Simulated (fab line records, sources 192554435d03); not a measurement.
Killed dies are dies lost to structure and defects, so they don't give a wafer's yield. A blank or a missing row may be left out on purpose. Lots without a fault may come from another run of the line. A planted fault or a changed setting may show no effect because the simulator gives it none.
fab line records | flow n5_finfet
record lots=6 wafers=18 last_day=17
route steps=1938 shown DUMMY_GATE@236 BEOL_M4@1111 PASSIVATION@1936
lots that met no fault: from a run of the same line without faults
start_h: hours from the record's first day to the start of the lot's first wafer shown | wait_h: hours since the lot's step before | " the same as in the row above | L1.1+2: a row that stands for several wafers | - no value, or no start given | * or withheld: withheld | < > ~ a bound
route shown NAME@n: a module of which the file shows steps, and the number in the route of the first | usual: mean/standard deviation of fault-free wafers | same: alike in all rows | chamber/n: place in a boat | sites: the reading at each site | _std_site: their standard deviation | _edge_site: outer sites' mean less inner sites' | radius_mm: how far each site lies from the wafer's centre | mask NAME#n: copy n | behind: the tool/chamber that last shaped the wafer | hold: why the lot was held/for how many hours/how that ended | device: the transistor (n, p or np) that didn't switch | end of line: the same wafers' tests at the end of the route | a step without rows: its recipe alone | killed: dies lost to structure and defects at the first sort, not the wafer's yield | map: a wafer's dies, x killed, . not, _ none there
set.NAME: the setting as run; set.NAME@STEP: as run at that earlier step | model.NAME: the simulator's own value behind a step, which no gauge read
lots at some steps of the route; a table a step, a row a wafer
services: from which hour (start_h, from the record's first day; less than 0 if before it) a tool's chamber was out of use, for how many hours, and why
## steps
# step N5_DUMMY_GATE_ETCH_36
# recipe chemistry=CF4 target=SiARC target_depth_a=130 pressure_mtorr=40 source_w=545 bias_w=36 Ar_flow_sccm=100 cf4_flow_sccm=100 ion_energy_ev=80
# step N5_DUMMY_GATE_ETCH_37
# recipe chemistry=N2/H2 target=SOC target_depth_a=600 overetch_a=300 temp_c=40 ion_energy_ev=200 pressure_mtorr=30 source_w=840 bias_w=150 n2_flow_sccm=200 h2_flow_sccm=200
# step N5_DUMMY_GATE_STRIP_38
# recipe chemistry=N2/H2 temp_c=40 n2_flow_sccm=200 h2_flow_sccm=200 rf_frequency_hz=6e+07
# step N5_DUMMY_GATE_STRIP_39
# recipe chemistry=N2/H2 temp_c=40 n2_flow_sccm=200 h2_flow_sccm=200 rf_frequency_hz=6e+07
# step N5_DUMMY_GATE_TRIM_49
# recipe chemistry=O2 resist=SOC time_s=29 target_cd_nm=14 source_power_w=300 bias_power_w=0 O2_flow_sccm=100 temp_c=20
# usual drypump_motor_current_A=5.8/0.42 oes_product_au=1.002/0.014 throttle_valve_pct=8.16/0.18
# columns lot.wafer tool chamber start_h wait_h drypump_motor_current_A oes_product_au rf_hours_counter_h throttle_valve_pct
L498.4 rie_si-05 1 47.00 0.0 5.9 1.003 26 7.84
L498.5 " 2 " " 5.5 1.002 - 8.14
L498.6 " 1 " " 5.9 0.989 - 7.83
L500.3 rie_si-05 2 62.48 0.0 5.4 0.997 19 8.12
L500.5 " 3 " " 6.7 1.024 - 8.18
L500.6 " 2 " " 5.5 0.996 - 8.14
L503.4 rie_si-01 1 81.60 0.0 5.7 0.963 93 8.24
L503.5 " 2 " " 6.2 1.017 - 8.11
L503.6 " 1 " " 5.7 0.968 - 8.25
L510.1 rie_si-05 0 120.29 0.0 5.8 1.004 123 8.33
L510.3 " 2 " " 5.5 0.983 20 8.15
L510.4 " 3 " " 6.8 1.002 13 8.15
L516.4 rie_si-05 0 158.09 0.0 5.8 1.006 123 8.33
L516.5 " 0 " " 5.8 0.997 - 8.32
L516.6 " 3 " " 6.7 1.001 - 8.16
L519.2 rie_si-01 3 173.33 0.0 5.8 0.989 177 8.33
L519.3 " 1 " " 5.7 0.972 95 8.26
L519.5 " 2 " " 6.2 1.027 - 8.13
# step N5_DUMMY_GATE_STRIP_40
# recipe chemistry=CF4 resist=SiARC power_w=300 bias_power_w=75 pressure_mtorr=50 cf4_flow_sccm=150 rf_frequency_hz=6e+07
# step N5_DUMMY_GATE_CD_MEAS_50
# recipe target_cd_nm=14
# usual cd_nm=14.05/0.27
# columns lot.wafer tool chamber start_h wait_h cd_nm
L498.4 cd_sem-01 - 47.16 0.0 14.14
L498.5 " - " " 13.93
L498.6 " - " " 13.93
L500.3 cd_sem-03 - 62.63 0.0 14.15
L500.5 " - " " 13.94
L500.6 " - " " 14.07
L503.4 cd_sem-03 - 81.75 0.0 13.84
L503.5 " - " " 13.89
L503.6 " - " " 14.34
L510.1 cd_sem-02 - 120.43 0.0 13.70
L510.3 " - " " 14.10
L510.4 " - " " 14.45
L516.4 cd_sem-03 - 158.25 0.0 13.95
L516.5 " - " " 13.93
L516.6 " - " " 14.17
L519.2 cd_sem-01 - 173.48 0.0 13.75
L519.3 " - " " 14.59
L519.5 " - " " 13.82
# step N5_DUMMY_GATE_ETCH_31
# recipe chemistry=C4F6/O2 target=SiO2 mask_material=SOC target_depth_a=825 time_s=27.5 ion_energy_ev=250 pressure_mtorr=30 source_w=345 bias_w=185 Ar_flow_sccm=300 C4F6_flow_sccm=10 O2_flow_sccm=10
# usual drypump_motor_current_A=5.6/0.48 oes_f_703_au=0.77/0.068 oes_product_au=0.77/0.078 rf_vpp_V=666/11 showerhead_plenum_p_Torr=2.86/0.098 throttle_valve_pct=21.13/0.26
# columns lot.wafer tool chamber start_h wait_h drypump_motor_current_A oes_f_703_au oes_product_au rf_hours_counter_h rf_vpp_V showerhead_plenum_p_Torr throttle_valve_pct
L498.4 rie_diel-02 1 47.20 0.0 5.4 0.67 0.66 249 674 2.90 21.12
L498.5 " 2 " " 5.2 0.82 0.80 - 650 2.85 21.16
L498.6 " 1 " " 5.4 0.67 0.67 - 676 2.90 21.12
L500.3 rie_diel-03 2 62.80 0.2 4.8 0.72 0.69 224 657 2.94 21.39
L500.5 " 3 " " 5.4 0.74 0.73 - 662 2.85 21.16
L500.6 " 2 " " 4.8 0.71 0.70 - 655 2.93 21.41
L503.4 rie_diel-02 2 81.82 0.1 5.1 0.81 0.79 - 648 2.84 21.18
L503.5 " 3 " " 5.8 0.76 0.76 - 679 2.97 21.15
L503.6 " 1 " " 5.4 0.92 0.94 - 675 2.90 20.80
L510.1 rie_diel-05 2 120.48 0.0 6.4 0.70 0.71 197 676 2.71 21.37
L510.3 " 1 " " 5.0 0.74 0.72 187 658 2.94 20.99
L510.4 " 3 " " 5.5 0.78 0.77 145 650 2.75 21.33
L516.4 rie_diel-05 2 158.29 0.0 6.3 0.69 0.70 210 677 2.70 21.42
L516.5 " 1 " " 5.0 0.73 0.72 - 658 2.93 21.02
L516.6 " 2 " " 6.3 0.69 0.69 - 675 2.70 21.41
L519.2 rie_diel-02 0 173.54 0.1 5.9 0.89 0.92 27 678 3.01 20.64
L519.3 " 2 " " 5.2 0.78 0.77 160 648 2.83 21.20
L519.5 " 1 " " 5.4 0.84 0.87 - 674 2.89 20.85
# step N5_DUMMY_GATE_STRIP_41
# recipe chemistry=O2 power_w=400 temp_c=40 pressure_mtorr=30 rf_frequency_hz=6e+07 bias_power_w=0 overash_fraction=0.3 o2_flow_sccm=225
# usual drypump_motor_current_A=5.6/0.48 o2_flow_sccm=225.0/0.72 oes_product_au=0.77/0.08 rf_vpp_V=3.6/0.48 showerhead_plenum_p_Torr=2.11/0.075 throttle_valve_pct=16.67/0.26
# same overash_fraction=0.3
# columns lot.wafer tool chamber start_h wait_h drypump_motor_current_A o2_flow_sccm oes_product_au rf_hours_counter_h rf_vpp_V showerhead_plenum_p_Torr throttle_valve_pct
L498.4 rie_diel-02 1 47.24 0.0 5.4 225.3 0.68 249 3.8 2.16 16.81
L498.5 " 2 " " 5.2 224.8 0.81 - 3.2 2.12 16.74
L498.6 " 1 " " 5.4 226.3 0.68 - 4.0 2.16 16.84
L500.3 rie_diel-03 2 62.85 0.0 4.8 224.8 0.71 224 3.8 2.16 16.93
L500.5 " 3 " " 5.4 225.5 0.73 - 3.7 2.09 16.57
L500.6 " 2 " " 4.8 225.0 0.70 - 3.5 2.16 16.92
L503.4 rie_diel-02 2 81.86 0.0 5.2 225.4 0.79 - 3.9 2.11 16.77
L503.5 " 3 " " 5.7 224.6 0.76 - 4.2 2.19 16.69
L503.6 " 1 " " 5.4 224.9 0.96 - 4.0 2.16 16.38
L510.1 rie_diel-05 2 120.53 0.0 6.4 223.8 0.71 197 3.8 2.00 17.00
L510.3 " 1 " " 5.0 224.5 0.73 187 4.1 2.16 16.52
L510.4 " 3 " " 5.5 225.1 0.77 145 3.4 2.01 16.76
L516.4 rie_diel-05 2 158.33 0.0 6.4 224.5 0.70 210 3.7 2.00 17.03
L516.5 " 1 " " 5.0 224.7 0.72 - 3.8 2.16 16.54
L516.6 " 2 " " 6.4 225.2 0.70 - 3.5 2.00 17.02
L519.2 rie_diel-02 0 173.58 0.0 5.9 223.6 0.92 27 3.7 2.22 16.12
L519.3 " 2 " " 5.2 224.1 0.78 160 3.1 2.10 16.83
L519.5 " 1 " " 5.4 225.4 0.88 - 3.1 2.15 16.42
# step N5_DUMMY_GATE_HM_OPEN_21
# recipe chemistry=CH3F/O2 target=SiNx target_depth_a=1200 Ar_flow_sccm=150 CH3F_flow_sccm=30 O2_flow_sccm=23 time_s=171.4 pressure_mtorr=30 source_w=395 bias_w=73 ion_energy_ev=120.7
# usual drypump_motor_current_A=5.6/0.48 oes_f_703_au=0.77/0.068 oes_product_au=0.77/0.078 rf_vpp_V=299/5.1 showerhead_plenum_p_Torr=2.03/0.073 throttle_valve_pct=16.45/0.26
# columns lot.wafer tool chamber start_h wait_h drypump_motor_current_A oes_f_703_au oes_product_au rf_hours_counter_h rf_vpp_V showerhead_plenum_p_Torr throttle_valve_pct
L498.4 rie_diel-02 1 47.28 0.0 5.4 0.66 0.67 249 304 2.06 16.53
L498.5 " 2 " " 5.2 0.81 0.80 - 291 2.02 16.46
L498.6 " 1 " " 5.4 0.66 0.68 - 303 2.06 16.53
L500.3 rie_diel-03 2 62.89 0.0 4.9 0.71 0.69 224 295 2.09 16.73
L500.5 " 3 " " 5.3 0.75 0.73 - 299 2.02 16.44
L500.6 " 2 " " 4.8 0.71 0.69 - 293 2.09 16.72
L503.4 rie_diel-02 2 81.95 0.1 5.2 0.81 0.80 - 292 2.02 16.49
L503.5 " 3 " " 5.8 0.76 0.77 - 306 2.11 16.47
L503.6 " 1 " " 5.4 0.91 0.95 - 306 2.06 16.10
L510.1 rie_diel-05 2 120.57 0.0 6.3 0.70 0.70 197 304 1.92 16.71
L510.3 " 1 " " 5.0 0.74 0.73 187 297 2.09 16.33
L510.4 " 3 " " 5.5 0.78 0.76 145 293 1.95 16.60
L516.4 rie_diel-05 2 158.37 0.0 6.3 0.69 0.69 210 305 1.91 16.76
L516.5 " 1 " " 5.0 0.74 0.72 - 296 2.09 16.37
L516.6 " 2 " " 6.3 0.68 0.68 - 302 1.91 16.75
L519.2 rie_diel-02 0 173.62 0.0 5.9 0.89 0.91 27 305 2.14 15.91
L519.3 " 2 " " 5.2 0.77 0.76 160 291 2.01 16.54
L519.5 " 1 " " 5.4 0.85 0.87 - 303 2.05 16.13
# step N5_DUMMY_GATE_ETCH_32
# recipe chemistry=CF4 target=SiO2 target_depth_a=35 time_s=3.9 ion_energy_ev=350 pressure_mtorr=10 icp_w=800 bias_w=400 cf4_flow_sccm=80
# step N5_DUMMY_GATE_ETCH_23
# recipe chemistry=HBr/Cl2/O2 HBr_flow_sccm=150 Cl2_flow_sccm=80 O2_flow_sccm=12 bias_w=102 target_depth_a=410 time_s=22.3 target=poly-Si mask_material=SiO2 pressure_mtorr=10 icp_w=800
# usual drypump_motor_current_A=5.8/0.38 oes_product_au=0.999/0.02 throttle_valve_pct=37.19/0.27
# columns lot.wafer tool chamber start_h wait_h drypump_motor_current_A oes_product_au rf_hours_counter_h throttle_valve_pct
L498.4 rie_si-01 0 47.48 0.0 5.3 1.001 154 37.02
L498.5 " 1 " " 5.6 0.962 - 37.52
L498.6 " 2 " " 6.2 1.033 - 37.18
L500.3 rie_si-01 1 63.08 0.0 5.6 0.958 93 37.51
L500.5 " 2 " " 6.3 1.025 - 37.18
L500.6 " 1 " " 5.6 0.959 - 37.50
L503.4 rie_si-01 3 82.07 0.0 5.8 0.990 176 37.17
L503.5 " 3 " " 5.8 0.989 - 37.14
L503.6 " 2 " " 6.2 1.028 - 37.18
L510.1 rie_si-05 0 120.76 0.0 5.8 0.994 123 37.46
L510.3 " 2 " " 5.5 0.985 20 37.17
L510.4 " 1 " " 5.9 0.991 27 36.60
L516.4 rie_si-01 1 158.57 0.0 5.7 0.964 94 37.50
L516.5 " 3 " " 5.8 0.997 - 37.16
L516.6 " 2 " " 6.2 1.028 - 37.18
L519.2 rie_si-01 0 173.82 0.0 5.3 0.996 156 36.99
L519.3 " 3 " " 5.8 0.985 177 37.17
L519.5 " 2 " " 6.2 1.035 - 37.18
# step N5_DUMMY_GATE_ETCH_44
# recipe chemistry=HBr/O2 over_etch_frac=0.7 target_depth_a=1275 stop_on=SiO2 ion_energy_ev=60 bias_w=20 target=poly-Si mask_material=SiO2 pressure_mtorr=20 icp_w=400 HBr_flow_sccm=120 O2_flow_sccm=10
# usual drypump_motor_current_A=5.8/0.38 oes_product_au=0.729/0.013 throttle_valve_pct=18.50/0.2
# columns lot.wafer tool chamber start_h wait_h drypump_motor_current_A oes_product_au rf_hours_counter_h throttle_valve_pct model.SiO2_of_DUMMY_GATE_ALD_02.thk_nm
L498.4 rie_si-01 0 47.54 0.0 5.3 0.750 154 18.28 2
L498.5 " 1 " " 5.6 0.715 - 18.63 2
L498.6 " 2 " " 6.3 0.760 - 18.54 2
L500.3 rie_si-01 1 63.14 0.0 5.6 0.711 93 18.63 2
L500.5 " 2 " " 6.2 0.748 - 18.53 2
L500.6 " 1 " " 5.6 0.696 - 18.64 2
L503.4 rie_si-01 3 82.13 0.0 5.8 0.716 176 18.60 2
L503.5 " 3 " " 5.8 0.722 - 18.59 2
L503.6 " 2 " " 6.2 0.747 - 18.52 2
L510.1 rie_si-05 0 120.82 0.0 5.8 0.715 123 18.72 2
L510.3 " 2 " " 5.5 0.721 20 18.54 2
L510.4 " 1 " " 5.9 0.719 27 18.05 2
L516.4 rie_si-01 1 158.62 0.0 5.6 0.713 94 18.61 1.2
L516.5 " 3 " " 5.8 0.729 - 18.58 1.2
L516.6 " 2 " " 6.2 0.752 - 18.53 1.2
L519.2 rie_si-01 0 173.87 0.0 5.3 0.742 156 18.30 1.2
L519.3 " 3 " " 5.8 0.723 177 18.59 1.2
L519.5 " 2 " " 6.2 0.747 - 18.54 1.2
# step N5_DUMMY_GATE_CD_MEAS_24
# recipe target_cd_nm=15
# usual cd_nm=15.1/0.33
# columns lot.wafer tool chamber start_h wait_h cd_nm
L498.4 cd_sem-03 - 47.66 0.1 15.4
L498.5 " - " " 15.0
L498.6 " - " " 15.4
L500.3 cd_sem-02 - 63.25 0.1 15.1
L500.5 " - " " 16.1
L500.6 " - " " 15.1
L503.4 cd_sem-03 - 82.25 0.1 15.4
L503.5 " - " " 15.2
L503.6 " - " " 15.5
L510.1 cd_sem-02 - 120.93 0.1 14.7
L510.3 " - " " 15.5
L510.4 " - " " 15.9
L516.4 cd_sem-03 - 158.74 0.1 14.4
L516.5 " - " " 14.9
L516.6 " - " " 14.9
L519.2 cd_sem-02 - 173.99 0.1 14.5
L519.3 " - " " 15.1
L519.5 " - " " 14.7
# step N5_BEOL_M4_RC_MEAS_101
# usual DIBL_N=36.4/1.5 DIBL_P=36.6/1.9 IOFF_N=0.155/0.021 IOFF_P=0.211/0.028 ION_N=671/8.6 ION_P=462/5.8 SS_N=71.5/0.5 SS_P=73.4/0.58 VT_N=250.1/2.4 VT_P=-250.1/3
# columns lot.wafer tool chamber start_h wait_h DIBL_N[mV/V] DIBL_P[mV/V] IOFF_N[nA/um] IOFF_P[nA/um] ION_N[uA/um] ION_P[uA/um] SS_N[mV/dec] SS_P[mV/dec] VT_N[mV] VT_P[mV]
L498.4 prober-02 0 168.33 0.5 34.4 33.7 0.124 0.178 662 456 71.0 73.0 250.8 -250.5
L498.5 " 0 " " 37.6 37.7 0.184 0.230 690 464 72.1 73.9 249.1 -249.0
L498.6 " 0 " " 35.3 34.4 0.138 0.184 683 464 71.2 72.2 251.8 -250.1
L500.3 prober-01 0 179.06 0.3 35.9 36.5 0.143 0.221 666 461 70.9 73.6 250.6 -248.7
L500.5 " 0 " " 34.2 35.0 0.128 0.202 666 466 70.9 73.0 251.3 -247.3
L500.6 " 0 " " 35.9 36.7 0.141 0.229 668 465 71.8 73.9 249.9 -247.0
L503.4 prober-01 0 191.08 0.5 34.7 35.2 0.135 0.227 659 461 71.0 73.1 252.8 -248.1
L503.5 " 0 " " 33.6 33.5 0.119 0.195 660 462 71.0 72.6 255.6 -248.2
L503.6 " 0 " " 33.8 33.9 0.128 0.205 658 452 70.2 72.9 253.1 -251.0
L510.1 prober-01 0 236.66 0.0 37.9 36.6 0.174 0.260 679 470 71.2 74.1 248.3 -245.9
L510.3 " 0 " " 35.9 33.9 0.145 0.215 672 467 71.5 73.4 248.4 -244.7
L510.4 " 0 " " 36.7 35.3 0.170 0.243 681 476 71.0 73.4 247.0 -244.5
L516.4 prober-02 0 278.42 0.5 36.8 39.6 0.184 0.245 678 466 71.5 73.4 249.4 -248.9
L516.5 " 0 " " 35.8 38.2 0.166 0.231 675 465 71.5 73.5 249.8 -248.4
L516.6 " 0 " " 35.5 37.4 0.163 0.211 677 463 71.7 73.4 248.8 -249.1
L519.2 prober-01 0 303.97 0.2 38.3 39.5 0.169 0.237 664 459 72.1 74.2 253.0 -247.7
L519.3 " 0 " " 38.2 39.4 0.177 0.234 681 470 71.5 73.6 248.7 -248.4
L519.5 " 0 " " 39.5 41.2 0.203 0.272 678 465 72.0 74.5 247.3 -244.9
# step N5_PASSIVATION_PROBE_49
# usual defect_limited_yield=91.5/1.4 killed_at_M0_to_M3=33/10 killed_at_M4_up=13/5 killed_at_contacts=13/5.6 killed_at_front_end=38/12 killed_at_other=3.9/2.7 killed_dies=100/16 killed_open=66/13 killed_short=32/7.2 sort_bin_5_function=5.0/0.97 sort_bin_6_memory=3.2/0.61 sort_n_pass=1080/16 sort_yield_pct=91.5/1.4
# same gross_dies=1180 killed_at_back_side=0 sort_bin_4_leakage[%]=0 sort_bin_8_speed[%]=0
# columns lot.wafer tool chamber start_h wait_h defect_limited_yield[%] killed_at_M0_to_M3 killed_at_M4_up killed_at_contacts killed_at_front_end killed_at_other killed_dies killed_open killed_short sort_bin_5_function[%] sort_bin_6_memory[%] sort_n_pass sort_yield_pct[%]
L498.4 prober-02 - 273.26 0.2 93.8 22 10 10 29 2 73 54 19 3.2 2.8 1107 93.8
L498.5 prober-02 - 273.31 0.2 91.9 30 12 19 32 3 96 60 33 5.6 2.4 1084 91.9
L498.6 prober-02 - 273.36 0.3 93.0 24 11 17 29 2 83 57 24 4.2 2.7 1097 93.0
L516.4 prober-01 - 382.95 0.2 92.5 28 22 7 26 6 89 57 31 4.2 3.0 1091 92.5
L516.5 prober-01 - 383.00 0.2 91.5 25 10 13 47 5 100 62 38 5.0 3.3 1080 91.5
L516.6 prober-01 - 383.05 0.3 92.0 28 13 10 37 6 94 53 41 4.7 3.1 1086 92.0
# killed by level:class
L498.4 STI_FIN_REVEAL:geometric_particle:open=14 MOL_CONTACT_COAG:geometric_particle:open=8 BEOL_M2:geometric_particle:open=7 STI_FIN_REVEAL:geometric_particle:short=4 BEOL_M1:geometric_particle:open=4 BEOL_M0_SAQP:geometric_particle:open=3 FIN_SAQP:geometric_particle:open=2 MOL_CONTACT_COAG:geometric_particle:short=2
L498.5 MOL_CONTACT_COAG:geometric_particle:open=16 STI_FIN_REVEAL:geometric_particle:open=12 BEOL_M0_SAQP:geometric_particle:short=7 BEOL_M2:geometric_particle:open=6 BEOL_M5:geometric_particle:open=6 BEOL_M2:geometric_particle:short=5 STARTING-WAFER:geometric_particle:short=4 ILD0:geometric_particle:open=3
L498.6 MOL_CONTACT_COAG:geometric_particle:open=16 STI_FIN_REVEAL:geometric_particle:open=8 FIN_SAQP:geometric_particle:open=6 BEOL_M0_SAQP:geometric_particle:open=6 STI_FIN_REVEAL:geometric_particle:short=4 BEOL_M1:geometric_particle:open=4 BEOL_M4:geometric_particle:short=4 BEOL_M0_SAQP:geometric_particle:short=3
L516.4 BEOL_M4:geometric_particle:open=10 FIN_SAQP:geometric_particle:open=9 BEOL_M0_SAQP:geometric_particle:short=7 FIN_SAQP:geometric_particle:short=6 BEOL_M5:geometric_particle:open=5 MOL_CONTACT_COAG:geometric_particle:open=5 BEOL_M0_SAQP:geometric_particle:open=5 BEOL_M1:geometric_particle:open=5
L516.5 STI_FIN_REVEAL:geometric_particle:open=13 MOL_CONTACT_COAG:geometric_particle:open=11 FIN_SAQP:geometric_particle:short=8 FIN_SAQP:geometric_particle:open=7 BEOL_M2:geometric_particle:open=6 BEOL_M0_SAQP:geometric_particle:short=6 BEOL_M1:geometric_particle:open=6 ILD0:geometric_particle:short=4
L516.6 BEOL_M1:geometric_particle:open=13 FIN_SAQP:geometric_particle:short=8 STI_FIN_REVEAL:geometric_particle:open=7 MOL_CONTACT_COAG:geometric_particle:open=7 GATE_CUT:geometric_particle:short=6 BEOL_M0_SAQP:geometric_particle:short=5 STI_FIN_REVEAL:geometric_particle:short=4 FIN_SAQP:geometric_particle:open=3
## services
# columns tool chamber start_h hours kind
rie_diel-05 0 30.39 36.1 repair
rie_diel-02 1 50.08 - clean
rie_diel-02 1 50.08 - consumable_replace:focus_ring
rie_diel-02 1 50.08 16.5 scheduled_down
rie_diel-02 1 50.08 16.5 vent_cycle
rie_diel-02 0 66.60 - clean
rie_diel-02 0 66.60 - consumable_replace:focus_ring
rie_diel-02 0 66.60 - consumable_replace:showerhead
rie_diel-02 0 66.60 20.8 scheduled_down
rie_diel-02 0 66.60 20.8 vent_cycle
rie_diel-03 1 71.18 4.8 repair
rie_diel-05 1 79.88 4.9 repair
rie_si-01 2 108.49 2.1 repair
rie_diel-02 1 110.06 6.0 repair
rie_si-01 1 119.99 5.5 repair
rie_si-05 1 129.49 1.0 repair
rie_diel-03 - 130.92 0.7 repair
rie_si-05 - 135.91 0.4 repair
rie_diel-02 - 140.34 0.4 repair
rie_diel-03 2 145.58 - clean
rie_diel-03 2 145.58 - consumable_replace:focus_ring
rie_diel-03 2 145.58 13.5 scheduled_down
rie_diel-03 2 145.58 13.5 vent_cycle
rie_diel-03 1 149.89 4.6 repair
## key
first_sign none at tools or gauges
model_effect step=N5_DUMMY_GATE_ETCH_44 value=SiO2_of_DUMMY_GATE_ALD_02.thk_nm without=2 struck=1.2
met_at N5_DUMMY_GATE_ETCH_44
struck_wafers L516.4,L516.5,L516.6,L519.2,L519.3,L519.5
onset_between 82.13 158.62
also_fits time
fault kind=process_parameter_drift tool=rie_si-01 chamber=- onset_h=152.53 steps=N5_DUMMY_GATE_ETCH_44 channel=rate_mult offset=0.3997 shape=step end_h=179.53
